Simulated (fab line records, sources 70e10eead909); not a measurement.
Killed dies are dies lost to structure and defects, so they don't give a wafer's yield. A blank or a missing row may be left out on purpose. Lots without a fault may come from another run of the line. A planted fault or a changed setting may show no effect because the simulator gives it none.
Chamber matching | flow nand_harc | NHARC_A_CONTACT_DEP_24 on pecvd-03: 3 sister chambers
The step deposits SiO2, target thk 500 nm. 14 wafers are shown with their chamber, then 7 later ones without.

WAFERS WITH THEIR CHAMBER
wafer  | chamber | heater_power_w (W) | heater_power_outer_w (W) | throttle_valve_pct (%)
L505.2 | 1       | 547                | 276                      | 17.0
L505.4 | 0       | 840                | 486                      | 15.8
L505.6 | 2       | 430                | 236                      | 15.6
L507.2 | 1       | 454                | 215                      | 17.0
L507.4 | 0       | 823                | 476                      | 15.2
L507.5 | 2       | 537                | 308                      | 15.5
L509.1 | 2       | 534                | 296                      | 15.9
L509.5 | 2       | 562                | 308                      | 16.0
L509.6 | 1       | 558                | 301                      | 17.2
L513.1 | 2       | 522                | 299                      | 16.0
L513.2 | 1       | 565                | 312                      | 16.8
L513.5 | 1       | 590                | 318                      | 17.0
L515.1 | 1       | 542                | 295                      | 17.0
L515.2 | 2       | 564                | 335                      | 15.9

SIGNATURES (means of the wafers above)
reading              | chamber 0 | chamber 1 | chamber 2 | scatter within a chamber
heater_power_w       | 831.50    | 542.67    | 524.83    | 45.9
heater_power_outer_w | 481.00    | 286.17    | 297.00    | 33.9
throttle_valve_pct   | 15.500    | 17.000    | 15.817    | 0.211
Rule: a wafer's distance from a chamber is the root of the sum, over the readings, of the square of ((its reading less the chamber's mean) divided by the reading's scatter). The wafer belongs to the nearest chamber; if the next one is less than 2 further off, it can't be placed. The scatter: the root of (the sum of the squares of (reading less its chamber's mean) over the shown wafers, divided by (wafers less chambers)).

WAFERS WITHOUT THEIR CHAMBER
wafer  | heater_power_w (W) | heater_power_outer_w (W) | throttle_valve_pct (%)
L515.4 | 731                | 408                      | 15.6
L514.1 | 520                | 266                      | 16.8
L514.3 | 577                | 323                      | 15.8
L514.6 | 876                | 507                      | 15.5
L520.1 | 498                | 242                      | 17.1
L520.4 | 514                | 267                      | 17.1
L520.5 | 495                | 269                      | 16.2

WHICH CHAMBER EACH WENT THROUGH
wafer  | from the rows above     | in truth
L515.4 | 0                       | 0
L514.1 | 1                       | 1
L514.3 | 2                       | 2
L514.6 | 0                       | 0
L520.1 | 1                       | 1
L520.4 | 1                       | 1
L520.5 | can't be placed: 2 or 1 | 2
Placed correctly: 6 of 7. Can't be placed from these rows: 1 (the true chamber is among the candidates in 1). Placed wrongly: 0.
